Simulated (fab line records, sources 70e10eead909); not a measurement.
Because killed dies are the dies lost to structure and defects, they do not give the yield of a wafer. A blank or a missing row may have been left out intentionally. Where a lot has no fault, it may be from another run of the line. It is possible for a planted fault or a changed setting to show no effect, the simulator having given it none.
What tool caused it?	flow nand-harc	36 wafers from 12 lots sampled at 5 of the route's 1302 steps

## WHAT THE GAUGES SHOWED, per wafer
NHARC_A_SGD_CUT_CD_MEAS_09: target cd 100 nm. Usual: 99.9 nm for cd-nm, sd 0.48.
lot	measured	on	cd-nm (nm)	flag
L641	day 19 13:23	cd-sem-03	99.9 99.4 99.6	
L645	day 20 17:43	cd-sem-03	100.8 99.9 99.7	
L644	day 20 18:50	cd-sem-03	100.4 100.0 99.7	
L649	day 23 00:18	cd-sem-02	99.9 99.7 100.2	
L648	day 23 00:38	cd-sem-01	99.9 100.9 100.6	
L654	day 25 00:22	cd-sem-03	99.9 100.0 100.2	
L656	day 25 09:28	cd-sem-01	99.5 99.6 100.2	
L658	day 26 05:34	cd-sem-02	99.0 99.2 99.1	
L657	day 26 06:05	cd-sem-02	100.2 100.3 99.9	
L659	day 26 22:14	cd-sem-01	99.9 100.3 99.7	
L661	day 27 11:55	cd-sem-02	100.1 99.8 99.9	
L663	day 28 08:47	cd-sem-03	100.3 99.7 100.6	

NHARC_END_SORT_01. Usual: killed-at-array 55, standard deviation 12; killed-at-other 1.0, standard deviation 1.2; killed-at-periphery 3.9, standard deviation 2.6; killed-dies 60, standard deviation 12; killed-open 3.3, standard deviation 1.9; killed-short 2.5, standard deviation 1.8.
lot	measured	on	killed-at-array	killed-at-other	killed-at-periphery	killed-dies	killed-open	killed-short	flag
L649	day 28 06:38	prober-02	667 659 672	2 4 1	8 14 4	677 677 677	9 7 6	5 3 2	OFF
L648	day 28 01:38	prober-01	674 670 672	2 4 1	1 3 4	677 677 677	2 4 6	1 2 1	OFF

## TOOL THAT RAN EACH LOT (tool first, then ch and the chambers of the sampled wafers, then the start)
lot	NHARC_A_STAIRCASE_STRIP_475	NHARC_A_STAIRCASE_CMP_472	NHARC_A_SGD_CUT_STRIP_17
L641	rie-diel-11 ch 1,2, day 19 12:14 or earlier	cmp-04 ch 0,1, day 19 12:14	rie-diel-07 ch 1,2, day 19 14:21
L645	rie-diel-11 ch 1,2,3, day 20 16:39 or earlier	cmp-02 ch 0,2,3, day 20 16:39	rie-diel-01 ch 1,2,3, day 20 18:43
L644	rie-diel-02 ch 0,1,2, day 20 17:52 or earlier	cmp-02 ch 0,1,2, day 20 17:52	rie-diel-06 ch 0,3, day 20 19:47
L649	rie-diel-02 ch 0,3, day 22 23:13 or earlier	cmp-03 ch 1,2,3, day 22 23:13	rie-diel-06 ch 0,1,3, day 23 01:17
L648	rie-diel-11 ch 1,3, day 22 23:31 or earlier	cmp-02 ch 1,2,3, day 22 23:31	rie-diel-01 ch 0,2,3, day 23 01:35
L654	rie-diel-11 ch 1,2,3, day 24 23:14 or earlier	cmp-03 ch 0,1, day 24 23:14	rie-diel-06 ch 0,1,2, day 25 01:20
L656	rie-diel-10 ch 0,3, day 25 08:23 or earlier	cmp-02 ch 1,2,3, day 25 08:23	rie-diel-07 ch 1,3, day 25 10:31
L658	rie-diel-11 ch 2,3, day 26 04:32 or earlier	cmp-03 ch 0,3, day 26 04:32	rie-diel-01 ch 0,2, day 26 06:32
L657	rie-diel-11 ch 0,1,2, day 26 04:58 or earlier	cmp-02 ch 1,2, day 26 04:58	rie-diel-06 ch 0,1,3, day 26 07:05
L659	rie-diel-11 ch 1,2, day 26 21:17 or earlier	cmp-04 ch 1,2,3, day 26 21:17	rie-diel-01 ch 0,2,3, day 26 23:13
L661	rie-diel-11 ch 0,1, day 27 10:55 or earlier	cmp-02 ch 1,3, day 27 10:55	rie-diel-06 ch 0,1, day 27 12:53
L663	rie-diel-11 ch 1,2, day 28 07:29 or earlier	cmp-02 ch 0,1,2, day 28 07:29	rie-diel-06 ch 0,2, day 28 09:57
- NHARC_A_STAIRCASE_STRIP_475: strips in O2, time 20 s.
- NHARC_A_STAIRCASE_CMP_472: polishes SiO2.
- NHARC_A_SGD_CUT_STRIP_17: strips in O2.

## AS READ BY THE TOOLS THEMSELVES (means over the sampled wafers that have a number; for cases with no such wafer, the mark the record gives instead)
NHARC_A_STAIRCASE_STRIP_475. Usual: chamber-pressure-mTorr 60.00 mTorr, standard deviation 0.051; drypump-motor-current-A 5.8 A, standard deviation 0.48; mfc-ar-sccm 0.004 sccm, standard deviation 0.0084; oes-product-au 1.000 a.u., standard deviation 0.01; rf-vpp-V 57.9 V, standard deviation 0.93; showerhead-plenum-p-Torr 3.58 Torr, standard deviation 0.16; throttle-valve-pct 17.036 %, standard deviation 0.0088.
lot	tool	chamber-pressure-mTorr (mTorr)	drypump-motor-current-A (A)	mfc-ar-sccm (sccm)	oes-product-au (a.u.)	rf-vpp-V (V)	showerhead-plenum-p-Torr (Torr)	throttle-valve-pct (%)	flag
L641	rie-diel-11	60.04	5.6	0.005	1.011	57.7	3.67	17.041	
L645	rie-diel-11	59.96	5.9	0.003	1.008	58.0	3.58	17.032	
L644	rie-diel-02	60.03	5.9	0.000	0.996	58.6	3.56	17.040	
L649	rie-diel-02	60.01	5.5	0.000	0.999	57.6	3.42	17.036	
L648	rie-diel-11	60.01	5.7	0.005	1.004	57.6	3.51	17.036	
L654	rie-diel-11	59.96	5.9	0.003	1.013	58.0	3.57	17.035	
L656	rie-diel-10	59.95	6.4	0.029	0.996	57.9	3.62	17.039	
L658	rie-diel-11	59.96	6.2	0.000	1.008	57.0	3.48	17.032	
L657	rie-diel-11	59.99	5.6	0.003	0.999	58.1	3.69	17.039	
L659	rie-diel-11	60.00	5.8	0.003	1.013	58.3	3.71	17.034	
L661	rie-diel-11	59.93	5.4	0.005	1.002	58.0	3.62	17.034	
L663	rie-diel-11	60.03	5.8	0.003	1.005	58.9	3.71	17.027	

NHARC_A_STAIRCASE_CMP_472. Usual: 12.4 A for motor-current-A, sd 1.1.
lot	tool	motor-current-A (A)	flag
L641	cmp-04	12.5	
L645	cmp-02	12.3	
L644	cmp-02	12.6	
L649	cmp-03	12.0	
L648	cmp-02	13.1	
L654	cmp-03	12.5	
L656	cmp-02	12.8	
L658	cmp-03	12.4	
L657	cmp-02	12.1	
L659	cmp-04	12.5	
L661	cmp-02	14.1	
L663	cmp-02	12.4	

NHARC_A_SGD_CUT_STRIP_17. Usual: chamber-pressure-mTorr 60.00 mTorr, standard deviation 0.054; drypump-motor-current-A 5.8 A, standard deviation 0.49; mfc-ar-sccm 0.004 sccm, standard deviation 0.0088; oes-product-au 1.001 a.u., standard deviation 0.0094; rf-vpp-V 57.9 V, standard deviation 0.8; showerhead-plenum-p-Torr 3.57 Torr, standard deviation 0.13; throttle-valve-pct 17.036 %, standard deviation 0.0092.
lot	tool	chamber-pressure-mTorr (mTorr)	drypump-motor-current-A (A)	mfc-ar-sccm (sccm)	oes-product-au (a.u.)	rf-vpp-V (V)	showerhead-plenum-p-Torr (Torr)	throttle-valve-pct (%)	flag
L641	rie-diel-07	59.96	5.1	0.009	1.008	57.3	3.43	17.035	
L645	rie-diel-01	60.01	5.9	0.008	0.999	57.8	3.60	17.042	
L644	rie-diel-06	60.04	5.8	0.000	1.006	57.3	3.58	17.028	
L649	rie-diel-06	-	-	-	-	-	-	-	OFF
L648	rie-diel-01	-	-	-	-	-	-	-	OFF
L654	rie-diel-06	60.06	6.1	0.001	0.998	58.0	3.58	17.038	
L656	rie-diel-07	60.08	5.4	0.005	1.012	57.6	3.41	17.029	
L658	rie-diel-01	60.01	5.7	0.000	1.009	57.3	3.62	17.023	
L657	rie-diel-06	60.03	5.9	0.000	1.003	57.3	3.62	17.030	
L659	rie-diel-01	60.01	5.9	0.008	0.999	58.3	3.53	17.040	
L661	rie-diel-06	59.99	5.9	0.000	1.000	57.8	3.55	17.041	
L663	rie-diel-06	60.01	6.1	0.001	0.988	57.1	3.46	17.036	

## THE ANSWER, worked out from the rows above alone
Rule: a lot counts as off when the mean over its wafers that have a number is more than 3 standard deviations away from the usual mean. A lot without any number at a reading at which 4 lots or more have one is off too. Any other lot the step has rows for is counted as sound. After the gauges, taken in route order, come the tools' own readings; for these a lot's mean is taken, as printed above. At the first step where some lot is off, the reading lying furthest off is the one used; lots without a number count as furthest.
Off: L649, L648, at NHARC_END_SORT_01 (killed-at-array). Neither off nor sound, because the step has no rows for them: L641, L645, L644, L654, L656, L658, L657, L659, L661, L663.
A tool fits if, at a process step before that reading, it ran every lot that is off, and no sound lot after the first of them. The gauges at NHARC_END_SORT_01 aren't tried: what is off there is off at NHARC_A_SGD_CUT_STRIP_17 too, on other tools, and a gauge's error can't cause that. NHARC_A_STAIRCASE_STRIP_475: start missing for some lots; hours and lot order therefore follow NHARC_A_STAIRCASE_CMP_472. None of those tried fits.

## WHAT HAD BEEN PUT IN BY THE SIMULATOR
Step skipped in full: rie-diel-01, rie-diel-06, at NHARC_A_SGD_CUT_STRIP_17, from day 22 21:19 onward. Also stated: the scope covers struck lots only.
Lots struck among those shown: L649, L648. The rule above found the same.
